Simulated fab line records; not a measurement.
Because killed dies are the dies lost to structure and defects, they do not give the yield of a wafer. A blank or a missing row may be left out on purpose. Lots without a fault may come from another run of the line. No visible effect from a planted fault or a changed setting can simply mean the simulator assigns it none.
fab line records + flow nandHarc
[record]
- lots = 11
- wafers = 33
- lastDay = 25
route steps=1159 shown A_M0@1015 A_M1@1034 END@1159
lots untouched by any fault: they come from a run of this same line in which no faults occurred
startH: start of the lot's first displayed wafer, in hours after the record's first day + waitH: how many hours have passed since the lot's step before this one + " same as the row above + L1.1+2: several wafers, shown together as one row + - no value present, or no start provided + * or withheld: withheld + < > ~ a bound
route shown NAME@n: NAME is a module with steps in the file, n the number in the route of the first one + usual: the fault-free wafers' mean and standard deviation + same: alike in all rows + chamber/n: place in a boat + sites: each site's reading + _std_site: how widely they spread, as a standard deviation + _edge_site: inner sites' mean taken away from outer sites' mean + radiusMm: how far each site lies from the wafer's centre + mask NAME#n: copy n + behind: the last tool/chamber to shape the wafer + hold: cause of the lot's hold/its duration in hours/its outcome + device: whichever transistor did not switch (one of n, p or np) + end of line: the same wafers' tests at the end of the route + for a step that has no rows: nothing shown but its recipe + killed: dies that structure and defects cost at the first sort, which is not the same as the wafer's yield + map: a wafer's dies, x killed, . not, _ none there
set.NAME: the setting that was run; set.NAME@STEP: the one run at that earlier step + model.NAME: the simulator's own value behind a step, which no gauge read
steps of the route over a sample of lots; a table a step, a row a wafer
services: a tool's chamber out of use, with start hour (startH, from the record's first day; less than 0 if before it), hours out, and reason
[[steps]]
[step NHARC_A_M0_PVD_20]
[recipe]
- targetThkA = 50
- biasV = 168.6
- powerW = 15000
- chamberPressurePa = 0.12
- timeS = 8.06
- substrateTempC = 50
- material = TaN
[usual]
- cathodeDcPowerW = 15000/2.8
- throttleValvePct = 30.0/0.8
| lot.wafer | tool          | chamber | startH | waitH | cathodeDcPowerW | throttleValvePct |
|-----------|---------------|---------|--------|-------|-----------------|------------------|
| L218.2    | pvdSputter-03 | -       | -      | -     | 14999           | 29.6             |
| L218.5    | "             | -       | "      | "     | 15002           | 30.4             |
| L218.6    | "             | -       | "      | "     | 15002           | 29.8             |
| L219.2    | pvdSputter-02 | -       | -      | -     | 15002           | 30.8             |
| L219.1    | "             | -       | "      | "     | 15003           | 29.6             |
| L219.5    | "             | -       | "      | "     | 15004           | 30.3             |
| L221.1    | pvdSputter-03 | -       | -      | -     | 15005           | 30.0             |
| L221.4    | "             | -       | "      | "     | 14999           | 28.7             |
| L221.5    | "             | -       | "      | "     | 14993           | 29.4             |
| L225.2    | pvdSputter-01 | -       | -      | -     | 14995           | 28.9             |
| L225.6    | "             | -       | "      | "     | 15003           | 30.6             |
| L225.5    | "             | -       | "      | "     | 15001           | 30.0             |
| L228.3    | pvdSputter-02 | -       | -      | -     | 15005           | 30.9             |
| L228.2    | "             | -       | "      | "     | 15000           | 30.5             |
| L228.6    | "             | -       | "      | "     | 14996           | 31.0             |
| L233.3    | pvdSputter-03 | -       | -      | -     | 14999           | 30.8             |
| L233.1    | "             | -       | "      | "     | 14999           | 29.6             |
| L233.6    | "             | -       | "      | "     | 14999           | 29.5             |
| L234.4    | pvdSputter-03 | -       | -      | -     | 15003           | 31.0             |
| L234.5    | "             | -       | "      | "     | 15004           | 28.5             |
| L234.6    | "             | -       | "      | "     | 15001           | 29.5             |
| L236.1    | pvdSputter-03 | -       | -      | -     | 14994           | 28.3             |
| L236.3    | "             | -       | "      | "     | 14999           | 31.0             |
| L236.5    | "             | -       | "      | "     | 14996           | 29.6             |
| L238.2    | pvdSputter-02 | -       | -      | -     | 14995           | 30.6             |
| L238.1    | "             | -       | "      | "     | 15003           | 30.6             |
| L238.6    | "             | -       | "      | "     | 15000           | 30.8             |
| L239.4    | pvdSputter-03 | -       | -      | -     | 14991           | 28.5             |
| L239.5    | "             | -       | "      | "     | 15001           | 30.8             |
| L239.6    | "             | -       | "      | "     | 14998           | 29.7             |
| L237.4    | pvdSputter-02 | -       | -      | -     | 14997           | 30.6             |
| L237.3    | "             | -       | "      | "     | 15001           | 29.7             |
| L237.2    | "             | -       | "      | "     | 14998           | 31.3             |
[step NHARC_A_M0_PVD_21]
[recipe]
- targetThkA = 300
- chamberPressurePa = 5
- powerW = 5000
- substrateTempC = 30
- timeS = 20.49
- material = Cu
[usual]
- cathodeDcPowerW = 5000.1/0.92
- throttleValvePct = 30.0/0.79
| lot.wafer | tool          | chamber | startH | waitH | cathodeDcPowerW | throttleValvePct |
|-----------|---------------|---------|--------|-------|-----------------|------------------|
| L218.2    | pvdSputter-03 | -       | -      | -     | 4998.9          | 29.2             |
| L218.5    | "             | -       | "      | "     | 4997.3          | 29.9             |
| L218.6    | "             | -       | "      | "     | 5000.7          | 28.6             |
| L219.2    | pvdSputter-02 | -       | -      | -     | 4998.8          | 29.8             |
| L219.1    | "             | -       | "      | "     | 5000.0          | 31.1             |
| L219.5    | "             | -       | "      | "     | 4999.6          | 29.8             |
| L221.4    | pvdSputter-03 | -       | -      | -     | 5000.5          | 29.9             |
| L221.1    | "             | -       | "      | "     | 5000.3          | 28.7             |
| L221.5    | "             | -       | "      | "     | 4999.3          | 30.0             |
| L225.2    | pvdSputter-01 | -       | -      | -     | 4998.8          | 30.8             |
| L225.5    | "             | -       | "      | "     | 5000.8          | 28.9             |
| L225.6    | "             | -       | "      | "     | 5000.1          | 30.5             |
| L228.2    | pvdSputter-02 | -       | -      | -     | 5000.2          | 30.5             |
| L228.3    | "             | -       | "      | "     | 5000.5          | 30.9             |
| L228.6    | "             | -       | "      | "     | 5001.9          | 30.5             |
| L233.1    | pvdSputter-03 | -       | -      | -     | 4999.0          | 29.6             |
| L233.3    | "             | -       | "      | "     | 5000.0          | 28.6             |
| L233.6    | "             | -       | "      | "     | 4998.7          | 30.9             |
| L234.4    | pvdSputter-03 | -       | -      | -     | 5000.3          | 30.7             |
| L234.5    | "             | -       | "      | "     | 4998.6          | 30.9             |
| L234.6    | "             | -       | "      | "     | 5000.0          | 29.7             |
| L236.3    | pvdSputter-03 | -       | -      | -     | 5000.2          | 29.6             |
| L236.1    | "             | -       | "      | "     | 5001.2          | 30.8             |
| L236.5    | "             | -       | "      | "     | 4999.5          | 28.6             |
| L238.2    | pvdSputter-02 | -       | -      | -     | 4999.5          | 30.9             |
| L238.1    | "             | -       | "      | "     | 4999.8          | 30.2             |
| L238.6    | "             | -       | "      | "     | 5000.9          | 29.7             |
| L239.4    | pvdSputter-03 | -       | -      | -     | 5001.4          | 30.9             |
| L239.6    | "             | -       | "      | "     | 5000.6          | 29.7             |
| L239.5    | "             | -       | "      | "     | 5000.8          | 30.7             |
| L237.2    | pvdSputter-02 | -       | -      | -     | 5000.4          | 29.6             |
| L237.4    | "             | -       | "      | "     | 4999.8          | 31.2             |
| L237.3    | "             | -       | "      | "     | 5000.4          | 30.3             |
[step NHARC_A_M1_PEB_07]
[recipe]
- pebTempC = 100
- pebTimeS = 65
[usual]
- heaterPowerTotalW = 156.5/0.42
| lot.wafer | tool          | chamber | startH | waitH | heaterPowerTotalW |
|-----------|---------------|---------|--------|-------|-------------------|
| L218.2    | lithoTrack-01 | 0       | 413.68 | 0.1   | 157.2             |
| L218.5    | "             | 0       | "      | "     | 155.9             |
| L218.6    | "             | 0       | "      | "     | 156.0             |
| L219.1    | lithoTrack-04 | 0       | 415.96 | 0.1   | 157.0             |
| L219.2    | "             | 0       | "      | "     | 157.1             |
| L219.5    | "             | 0       | "      | "     | 157.0             |
| L221.1    | lithoTrack-01 | 0       | 420.69 | 0.1   | 156.6             |
| L221.4    | "             | 0       | "      | "     | 157.0             |
| L221.5    | "             | 0       | "      | "     | 157.0             |
| L225.2    | lithoTrack-01 | 0       | 466.18 | 0.1   | 156.5             |
| L225.5    | "             | 0       | "      | "     | 156.4             |
| L225.6    | "             | 0       | "      | "     | 156.9             |
| L228.2    | lithoTrack-01 | 0       | 470.32 | 0.1   | 156.6             |
| L228.3    | "             | 0       | "      | "     | 161.8             |
| L228.6    | "             | 0       | "      | "     | 157.0             |
| L233.1    | lithoTrack-04 | 0       | 503.82 | 0.1   | 156.6             |
| L233.3    | "             | 0       | "      | "     | 156.3             |
| L233.6    | "             | 0       | "      | "     | 156.9             |
| L234.4    | lithoTrack-04 | 0       | 506.45 | 0.0   | 156.9             |
| L234.5    | "             | 0       | "      | "     | 157.0             |
| L234.6    | "             | 0       | "      | "     | 156.0             |
| L236.1    | lithoTrack-06 | 0       | 514.79 | 0.1   | 157.1             |
| L236.3    | "             | 0       | "      | "     | 156.9             |
| L236.5    | "             | 0       | "      | "     | 156.6             |
| L238.1    | lithoTrack-04 | 0       | 528.25 | 0.1   | 155.9             |
| L238.2    | "             | 0       | "      | "     | 156.3             |
| L238.6    | "             | 0       | "      | "     | 156.2             |
| L239.4    | lithoTrack-06 | 0       | 532.48 | 0.0   | 155.9             |
| L239.5    | "             | 0       | "      | "     | 157.2             |
| L239.6    | "             | 0       | "      | "     | 156.5             |
| L237.2    | lithoTrack-06 | 0       | 535.37 | 0.1   | 156.7             |
| L237.3    | "             | 0       | "      | "     | 157.1             |
| L237.4    | "             | 0       | "      | "     | 156.6             |
[step NHARC_A_M1_CD_MEAS_09]
[recipe]
- targetCdNm = 120
- landingEnergyEv = 500
[usual]
- cdNm = 120.0/0.61
| lot.wafer | tool     | chamber | startH | waitH | cdNm  |
|-----------|----------|---------|--------|-------|-------|
| L218.2    | cdSem-01 | 0       | 413.76 | -     | 120.7 |
| L218.5    | "        | 0       | "      | "     | 119.1 |
| L218.6    | "        | 0       | "      | "     | 119.8 |
| L219.1    | cdSem-03 | 0       | 416.04 | -     | 120.7 |
| L219.2    | "        | 0       | "      | "     | 120.9 |
| L219.5    | "        | 0       | "      | "     | 120.3 |
| L221.1    | cdSem-01 | 0       | 420.77 | -     | 119.8 |
| L221.4    | "        | 0       | "      | "     | 120.3 |
| L221.5    | "        | 0       | "      | "     | 119.6 |
| L225.2    | cdSem-03 | 0       | 466.26 | -     | 119.8 |
| L225.5    | "        | 0       | "      | "     | 119.8 |
| L225.6    | "        | 0       | "      | "     | 119.3 |
| L228.2    | cdSem-03 | 0       | 470.40 | -     | 119.3 |
| L228.3    | "        | 0       | "      | "     | 117.3 |
| L228.6    | "        | 0       | "      | "     | 119.0 |
| L233.1    | cdSem-03 | 0       | 503.90 | -     | 119.4 |
| L233.3    | "        | 0       | "      | "     | 119.8 |
| L233.6    | "        | 0       | "      | "     | 120.0 |
| L234.4    | cdSem-02 | 0       | 506.53 | -     | 119.8 |
| L234.5    | "        | 0       | "      | "     | 120.8 |
| L234.6    | "        | 0       | "      | "     | 119.7 |
| L236.1    | cdSem-02 | 0       | 514.87 | -     | 119.8 |
| L236.3    | "        | 0       | "      | "     | 120.8 |
| L236.5    | "        | 0       | "      | "     | 120.6 |
| L238.1    | cdSem-01 | 0       | 528.33 | -     | 120.9 |
| L238.2    | "        | 0       | "      | "     | 120.5 |
| L238.6    | "        | 0       | "      | "     | 121.2 |
| L239.4    | cdSem-02 | 0       | 532.56 | -     | 120.2 |
| L239.5    | "        | 0       | "      | "     | 119.7 |
| L239.6    | "        | 0       | "      | "     | 120.0 |
| L237.2    | cdSem-01 | 0       | 535.46 | -     | 119.8 |
| L237.3    | "        | 0       | "      | "     | 119.8 |
| L237.4    | "        | 0       | "      | "     | 119.6 |
[step NHARC_A_M1_ETCH_28]
[recipe]
- targetDepthA = 300
- overEtchFrac = 0.3
- timeS = 72.99
- ionEnergyEv = 150
- cf4FlowSccm = 50
- n2FlowSccm = 100
- arFlowSccm = 150
- rfW = 300
- biasW = 100
- chemistry = CF4/N2
[usual]
- drypumpMotorCurrentA = 5.7/0.44
- oesProductAu = 0.996/0.0082
- rfFwdPowerW = 297.6/1.1
- rfVppV = 315.2/1.4
- showerheadPlenumPTorr = 2.69/0.071
- throttleValvePct = 19.795/0.009
| lot.wafer | tool       | chamber | startH | waitH | drypumpMotorCurrentA | oesProductAu | rfFwdPowerW | rfHoursCounterH | rfVppV | showerheadPlenumPTorr | throttleValvePct |
|-----------|------------|---------|--------|-------|----------------------|--------------|-------------|-----------------|--------|-----------------------|------------------|
| L218.2    | rieDiel-04 | 3       | -      | -     | 5.3                  | 1.000        | 299.4       | 3               | 317.0  | 2.77                  | 19.792           |
| L218.5    | "          | 0       | "      | "     | 6.1                  | 1.007        | 299.5       | -               | 312.7  | 2.57                  | 19.792           |
| L218.6    | "          | 1       | "      | "     | 6.4                  | 0.977        | 298.1       | -               | 314.6  | 2.59                  | 19.792           |
| L219.1    | rieDiel-07 | 3       | -      | -     | 6.3                  | 0.992        | 297.3       | 0               | 314.5  | 2.62                  | 19.799           |
| L219.2    | "          | 0       | "      | "     | 5.4                  | 1.011        | 297.1       | 0               | 313.7  | 2.66                  | 19.798           |
| L219.5    | "          | 3       | "      | "     | 6.3                  | 0.996        | 298.1       | -               | 314.7  | 2.62                  | 19.775           |
| L221.1    | rieDiel-07 | 0       | -      | -     | 5.4                  | 0.994        | 297.7       | 0               | 315.2  | 2.66                  | 19.789           |
| L221.5    | "          | 3       | "      | "     | 6.3                  | 0.992        | 297.4       | -               | 314.5  | 2.62                  | 19.799           |
| L221.4    | "          | 2       | "      | "     | 5.6                  | 1.003        | 296.4       | -               | 314.9  | 2.68                  | 19.802           |
| L225.2    | rieDiel-07 | 3       | -      | -     | 6.3                  | 1.002        | 297.5       | 4               | 315.0  | 2.62                  | 19.787           |
| L225.6    | "          | 1       | "      | "     | 5.2                  | 0.999        | 296.8       | -               | 316.6  | 2.80                  | 19.796           |
| L225.5    | "          | 2       | "      | "     | 5.6                  | 0.994        | 295.9       | -               | 315.5  | 2.67                  | 19.779           |
| L228.3    | rieDiel-08 | 2       | -      | -     | 5.3                  | 0.999        | 298.0       | 10              | 316.5  | 2.70                  | 19.790           |
| L228.2    | "          | 3       | "      | "     | 6.3                  | 1.001        | 298.8       | 10              | 316.4  | 2.68                  | 19.800           |
| L228.6    | "          | 1       | "      | "     | 5.8                  | 0.991        | 296.7       | -               | 316.2  | 2.72                  | 19.796           |
| L233.3    | rieDiel-04 | 3       | -      | -     | 5.3                  | 0.987        | 299.4       | 1               | 316.4  | 2.77                  | 19.801           |
| L233.1    | "          | 1       | "      | "     | 6.4                  | 0.989        | 296.4       | 1               | 312.2  | 2.59                  | 19.801           |
| L233.6    | "          | 2       | "      | "     | 4.9                  | 0.996        | 296.6       | -               | 316.2  | 2.75                  | 19.798           |
| L234.4    | rieDiel-08 | 2       | -      | -     | 5.3                  | 0.995        | 299.1       | 2               | 313.7  | 2.70                  | 19.808           |
| L234.6    | "          | 1       | "      | "     | 5.8                  | 0.995        | 296.9       | -               | 316.1  | 2.72                  | 19.808           |
| L234.5    | "          | 2       | "      | "     | 5.3                  | 0.996        | 300.1       | -               | 316.5  | 2.70                  | 19.793           |
| L236.3    | rieDiel-07 | 3       | -      | -     | 6.3                  | 1.004        | 297.9       | 8               | 314.6  | 2.62                  | 19.805           |
| L236.1    | "          | 1       | "      | "     | 5.2                  | 0.994        | 299.9       | 7               | 315.5  | 2.80                  | 19.787           |
| L236.5    | "          | 2       | "      | "     | 5.6                  | 0.998        | 296.9       | -               | 316.8  | 2.67                  | 19.807           |
| L238.2    | rieDiel-07 | 1       | -      | -     | 5.2                  | 0.985        | 297.6       | 8               | 318.3  | 2.80                  | 19.779           |
| L238.1    | "          | 2       | "      | "     | 5.6                  | 0.990        | 297.5       | 9               | 314.5  | 2.67                  | 19.790           |
| L238.6    | "          | 3       | "      | "     | 6.4                  | 0.976        | 297.1       | -               | 315.7  | 2.62                  | 19.796           |
| L239.5    | rieDiel-07 | 3       | -      | -     | 6.3                  | 0.999        | 297.8       | -               | 314.1  | 2.62                  | 19.785           |
| L239.6    | "          | 0       | "      | "     | 5.4                  | 1.009        | 299.0       | -               | 315.1  | 2.65                  | 19.807           |
| L239.4    | "          | 1       | "      | "     | 5.2                  | 1.000        | 299.0       | -               | 315.7  | 2.79                  | 19.797           |
| L237.4    | rieDiel-04 | 0       | -      | -     | 6.1                  | 1.004        | 299.8       | 2               | 313.4  | 2.57                  | 19.802           |
| L237.3    | "          | 1       | "      | "     | 6.4                  | 0.977        | 297.1       | 2               | 314.7  | 2.59                  | 19.808           |
| L237.2    | "          | 2       | "      | "     | 4.9                  | 0.989        | 296.5       | 2               | 315.0  | 2.75                  | 19.793           |
[step NHARC_END_SORT_01]
[recipe]
- tempC = 25
[usual]
- defectLimitedYield = 95.1/1.8
- killedAtArray = 29/11
- killedAtOther = 0.5/0.8
- killedAtPeriphery = 3.5/2.8
- killedDies = 33/12
- killedOpen = 3.1/1.8
- killedShort = 1.8/1.4
- sort_bin_2_pct = 1.5/0.65
- sort_bin_3_pct = 0.24/0.21
- sort_bin_4_pct = 3.1/1.2
- sortNPass = 644/12
- sortRimYieldPct = 97.5/1.9
- sortYieldPct = 95.1/1.8
[same]
- grossDies = 677
- sort_bin_5_pct[%] = 0
- sort_bin_6_pct[%] = 0
- sort_bin_7_pct[%] = 0
- sort_bin_8_pct[%] = 0
- sortRimNGross = 106.00
| lot.wafer | tool      | chamber | startH | waitH | defectLimitedYield[%] | killedAtArray | killedAtOther | killedAtPeriphery | killedDies | killedOpen | killedShort | sort_bin_2_pct[%] | sort_bin_3_pct[%] | sort_bin_4_pct[%] | sortNPass | sortRimYieldPct[%] | sortYieldPct[%] |
|-----------|-----------|---------|--------|-------|-----------------------|---------------|---------------|-------------------|------------|------------|-------------|-------------------|-------------------|-------------------|-----------|--------------------|-----------------|
| L228.6    | prober-01 | 0       | 510.14 | 4.1   | 96.9                  | 14            | 1             | 6                 | 21         | 8          | 2           | 1.0               | 0.15              | 1.9               | 656       | 100.0              | 96.9            |
// killed by level:class
L228.6 A_CHANNEL_HOLE_D1:chamberFilmFlake=5 A_CONTACT:chamberFilmFlake=3 A_CONTACT:geometricParticle:open=2 A_M1:geometricParticle:open=2 P_GATE:geometricParticle:open=1 P_CONTACT:geometricParticle:open=1 P_M0:geometricParticle:open=1 P_M0:geometricParticle:short=1
[[services]]
| tool          | chamber | startH | hours | kind      |
|---------------|---------|--------|-------|-----------|
| pvdSputter-02 | -       | 392.00 | 10.0  | pm        |
| rieDiel-07    | -       | 405.87 | 9.0   | pm        |
| rieDiel-07    | 0       | 405.87 | 9.0   | ventCycle |
| rieDiel-07    | 1       | 405.87 | 9.0   | ventCycle |
| rieDiel-07    | 2       | 405.87 | 9.0   | ventCycle |
| rieDiel-07    | 3       | 405.87 | 9.0   | ventCycle |
| rieDiel-07    | 0       | 414.87 | -     | clean     |
| rieDiel-07    | 1       | 414.87 | -     | clean     |
| rieDiel-07    | 2       | 414.87 | -     | clean     |
| rieDiel-07    | 3       | 414.87 | -     | clean     |
| rieDiel-07    | 1       | 418.10 | 3.7   | repair    |
| pvdSputter-01 | -       | 428.03 | 5.5   | repair    |
| rieDiel-08    | 0       | 442.01 | 2.8   | repair    |
| lithoTrack-01 | -       | 443.00 | 7.0   | pm        |
| rieDiel-04    | 0       | 445.48 | 3.4   | repair    |
| rieDiel-07    | -       | 448.81 | 8.6   | repair    |
| pvdSputter-03 | -       | 458.09 | 10.0  | pm        |
| rieDiel-04    | -       | 465.90 | 9.0   | pm        |
| lithoTrack-06 | -       | 467.00 | 7.0   | pm        |
| rieDiel-08    | -       | 478.80 | 9.0   | pm        |
| lithoTrack-04 | -       | 491.00 | 7.0   | pm        |
| rieDiel-04    | -       | 494.56 | 0.9   | repair    |
| pvdSputter-01 | -       | 514.00 | 10.0  | pm        |
| rieDiel-07    | 2       | 529.95 | 5.2   | repair    |
[[key]]
[firstSign]
- step = NHARC_A_M1_PEB_07
- reading = heaterPowerTotalW
- direction = up
- sigmas = 13
- usual = *
- struck = *
[effect]
- step = NHARC_A_M1_CD_MEAS_09
- reading = cdNm
- direction = down
- sigmas = 4.4
- usual = 120.0
- struck = 117.3
metAt NHARC_A_M1_PEB_07
struckLots L228
struckWafers L228.3
notActingAt NHARC_A_M0_PVD_20,NHARC_A_M0_PVD_21,NHARC_A_M1_ETCH_28
onsetBetween 466.18 470.32
[fault]
- kind = processParameterDrift
- tool = lithoTrack-01
- chamber = -
- onsetH = 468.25
- steps = NHARC_A_M1_PEB_07
- channel = pebTimeS
- offset = *
- shape = step
- endH = 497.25
- scope = struckWafersOnly
- actsIn = *
- stated = *
